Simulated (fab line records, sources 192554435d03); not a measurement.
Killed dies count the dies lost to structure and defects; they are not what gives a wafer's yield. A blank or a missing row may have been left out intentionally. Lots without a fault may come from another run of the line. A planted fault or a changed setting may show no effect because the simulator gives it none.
Comparing a struck lot with a sound one | flow n5_finfet | 15 out of 1938 route steps
Sound: the wafers L592.1, L592.5, L592.6. The struck wafers were L590.1, L590.3, L590.6. The cause is named last.
Order at every step that has rows: each side's tool, ch and its chambers, its first start. Under that, the readings that differ: sound wafers | struck wafers | difference of the means | sigmas: that difference in standard deviations of wafers without a fault.
alike: readings whose means differ by less than 2 such deviations, and words and numbers that are the same on both sides. not compared: withheld readings, readings that some wafer has no value for, bounds like >300 that may hide the same value, and numbers for which the record gives no deviation and whose values overlap.
A row with sigmas, a row that says differs or no value, or rows on one side alone: a step with any of these is where the two part. Non-overlapping numbers with no deviation appear without sigmas and do not part them. A reading that every wafer of one side lacks parts them only if that side has two wafers or more.

N5_BEOL_M9_ANNEAL_51: time 90 s.
  sound on rtp_anneal-02 ch 0, day 12 07:07; struck on rtp_anneal-01 ch 0, day 11 17:16
  reading          | sound             | struck            | difference | sigmas
  wafer_temp_C_max | 226.4 227.3 226.6 | 225.7 225.8 225.9 | -1.0       | -2
N5_BEOL_M9_CMP_52: polishes, stops on SiCOH lowk, t overpolish 7 s, target thk 140 nm.
  sound on cmp-03 ch 0,1, day 12 07:25; struck on cmp-03 ch 0,2, day 11 17:40
  alike: barrier_field_endpoint_s, motor_current_A, overpolish_run_s, time_to_endpoint_s
N5_BEOL_M9_THK_MEAS_53: measures by xrf.
  sound on film_metro-02, day 12 07:43; struck on film_metro-01, day 11 17:55
  reading     | sound       | struck      | difference | sigmas
  M9_THK (nm) | 130 140 138 | 140 144 147 | +8         | +2
then, 2 steps without rows for these wafers: N5_BEOL_M9_PRE_CLEAN_55 (time 15 s); N5_BEOL_M9_DEP_56 (deposits SiCN from 3MS/NH3, target thk 15 nm, time 26.5 s).
N5_BEOL_M9_RS_MEAS_57: measures by four-point-probe.
  sound on film_metro-02, day 12 07:51; struck on film_metro-02, day 11 18:04
  reading        | sound             | struck            | difference | sigmas
  M9_RS (ohm/sq) | 0.163 0.150 0.151 | 0.151 0.148 0.144 | -0.007     | -2
N5_BEOL_M9_INSPECT_58: inspects for defects (darkfield).
  sound on defect_inspect-02, day 12 07:52; struck on defect_inspect-01, day 11 18:05
  alike: raw_defect_count
then, 1 step without rows for these wafers: N5_BEOL_M10_ILD_DEP_00 (deposits SiCOH lowk from DEMS/porogen, target thk 308.51 nm, time 58 s).
N5_BEOL_M10_CURE_71: cures SiCOH lowk, time 240 s.
  sound on uv_cure-01 ch 1, day 12 08:05; struck on uv_cure-01 ch 2, day 11 19:02
  alike: lamp_power_pct, wafer_temp_C_max
N5_BEOL_M10_THK_MEAS_01:
  sound on film_metro-02, day 12 08:37; struck on film_metro-02, day 11 19:33
  alike: M10_ILD_THK
N5_BEOL_M10_PECVD_70: deposits SiO2 from TEOS/O2, target thk 20 nm, time 22.7 s.
  sound on pecvd-03 ch 0,2, day 12 08:38; struck on pecvd-02 ch 0,1,2, day 11 19:35
  alike: heater_power_outer_w, heater_power_w, showerhead_plenum_p_Torr, throttle_valve_pct
N5_BEOL_M10_HM_DEP_02: deposits TiN, target thk 20 nm.
  sound on pvd_sputter-03, day 12 09:40; struck on pvd_sputter-03, day 11 22:04
  alike: chamber_pressure_pa, throttle_valve_pct
N5_BEOL_M10_COAT_59: time 60 s, resist thk 100 nm.
  sound on litho_track-03 ch 0, day 12 09:47; struck on litho_track-02 ch 0, day 11 22:11
  reading                  | sound                | struck               | difference | sigmas
  heater_power_total_W (W) | 503.2 502.7 500.3    | 492.5 493.0 496.4    | -8.1       | -5
  plate_temp_C (C)         | 250.08 249.88 250.02 | 247.42 247.75 247.62 | -2.40      | -14
then, 1 step without rows for these wafers: N5_BEOL_M10_COAT_60 (time 60 s, resist thk 30 nm).
-- a jump in the record: the struck wafers' starts before and after are 2 days apart (it breaks off in module BEOL_M10 and resumes in module PASSIVATION, where the first step shown is number 1936 of the route) --
N5_PASSIVATION_PROBE_49:
  only the struck wafers here have rows in the record (prober-02, day 14 03:15); the sound ones have none

== WHERE THEY PART ==
First at N5_BEOL_M9_ANNEAL_51; last, within this record, at N5_PASSIVATION_PROBE_49.

WHY: what the simulator had put in
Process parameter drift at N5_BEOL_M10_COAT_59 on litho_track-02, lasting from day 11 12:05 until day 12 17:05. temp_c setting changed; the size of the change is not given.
